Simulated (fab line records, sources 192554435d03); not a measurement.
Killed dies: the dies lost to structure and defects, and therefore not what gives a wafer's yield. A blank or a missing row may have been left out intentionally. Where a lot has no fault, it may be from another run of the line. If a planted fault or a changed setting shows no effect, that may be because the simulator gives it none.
One fault seen from 3 desks | flow n5 finfet | every desk sees just its own numbers, and what lay behind them comes last

THE DEFECT DESK
Counts from the inspections along the route, per lot, as means over the sampled wafers that have a number. Marked OUT: a lot whose mean sits more than 4 standard deviations from the usual mean, which makes it out of limits; the brackets give that distance.
Columns: A = raw defect count at N5_SDB_INSPECT_13, usual 71
lot  | first seen here | A
L316 | day 3 23:15     | 68
L317 | day 4 04:08     | 101
L318 | day 4 06:01     | 37
L321 | day 5 00:30     | 41
L324 | day 5 16:23     | 102
L323 | day 5 17:44     | 35
L326 | day 6 05:37     | 154
L332 | day 7 18:56     | 61
L336 | day 8 20:43     | 61
L339 | day 9 21:58     | 68
Result from this desk: across the 10 lots, nothing is out of limits.

AT THE TOOL OWNER'S DESK: cmp-02
The tool's own readings at N5_ILD0_CMP_07 (polishes SiO2 flowable, stops on poly-Si, t overpolish 1.18 s, target thk 138.88 nm): means of the sampled wafers that have a number, for each lot that ran on this tool. Marked OUT: a lot whose mean sits more than 4 standard deviations from the usual mean, which makes it out of limits; the brackets give that distance.
Columns: A = head pressure psi at N5_ILD0_CMP_07, usual 4.150 psi; B = motor current A at N5_ILD0_CMP_07, usual 12.4 A
lot  | first seen here | A               | B
L321 | day 4 19:23     | 4.148           | 11.3
L324 | day 5 12:19     | 4.151           | 11.0
L332 | day 7 14:51     | 4.027 (-14) OUT | 11.9
This desk's finding: out of limits on L332; first on L332, day 7 14:51 (head pressure psi at N5_ILD0_CMP_07). L321, L324: within limits.

THE METROLOGY DESK
Means of the sampled wafers that have a number, per lot and without regard to the tool the lot ran on: this is what the gauges read. Marked OUT: a lot whose mean sits more than 4 standard deviations from the usual mean, which makes it out of limits; the brackets give that distance. Only the readings that lie furthest out on some lot appear, 7 of the 11 it has.
Columns: A = DIBL_P at N5_BEOL_M4_RC_MEAS_101, usual 36.0 mV/V; B = IOFF_N at N5_BEOL_M4_RC_MEAS_101, usual 0.16 nA/um; C = IOFF_P at N5_BEOL_M4_RC_MEAS_101, usual 0.21 nA/um; D = ION_P at N5_BEOL_M4_RC_MEAS_101, usual 464 uA/um; E = SS_P at N5_BEOL_M4_RC_MEAS_101, usual 73.3 mV/dec; F = VT_N at N5_BEOL_M4_RC_MEAS_101, usual 250 mV; G = VT_P at N5_BEOL_M4_RC_MEAS_101, usual -250 mV
lot  | first seen here | A    | B    | C    | D   | E    | F   | G
L316 | day 3 19:28     | 38.7 | 0.20 | 0.28 | 475 | 74.2 | 246 | -245
L317 | day 4 00:16     | 35.5 | 0.14 | 0.21 | 458 | 72.7 | 251 | -249
L318 | day 4 02:14     | 33.3 | 0.14 | 0.16 | 450 | 72.8 | 253 | -255
L321 | day 4 19:38     | 34.8 | 0.14 | 0.21 | 473 | 72.6 | 249 | -248
L324 | day 5 12:37     | 33.6 | 0.12 | 0.19 | 463 | 72.3 | 255 | -250
L323 | day 5 13:57     | 37.1 | 0.19 | 0.25 | 465 | 73.0 | 249 | -246
L326 | day 6 01:58     | 34.3 | 0.13 | 0.18 | 461 | 72.9 | 254 | -252
L332 | day 7 15:09     | 37.3 | 0.17 | 0.23 | 477 | 73.7 | 248 | -249
L336 | day 8 16:41     | 37.7 | 0.16 | 0.19 | 462 | 73.2 | 247 | -254
L339 | day 9 18:09     | 36.9 | 0.15 | 0.21 | 458 | 73.5 | 251 | -249
Result from this desk: across the 10 lots, nothing is out of limits.

PUT TOGETHER
The tool owner's desk could have raised an alarm at day 7 14:51, on L332.
Nothing the defect desk looked at was out of limits.
The metrology desk saw nothing out of limits.
The defect desk has L332 on record, within its limits.
The metrology desk holds a record of L332, inside its limits.
All the named lots went through N5_ILD0_CMP_07 on cmp-02.

WHAT THE SIMULATOR PUT IN
cmp-02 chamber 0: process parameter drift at N5_ILD0_CMP_07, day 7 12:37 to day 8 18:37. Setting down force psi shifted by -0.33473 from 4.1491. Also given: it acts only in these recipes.
Lots struck among those shown: L332.
How many hours passed from the start of the fault until each desk's first out-of-limits reading: the tool owner's desk, 2.
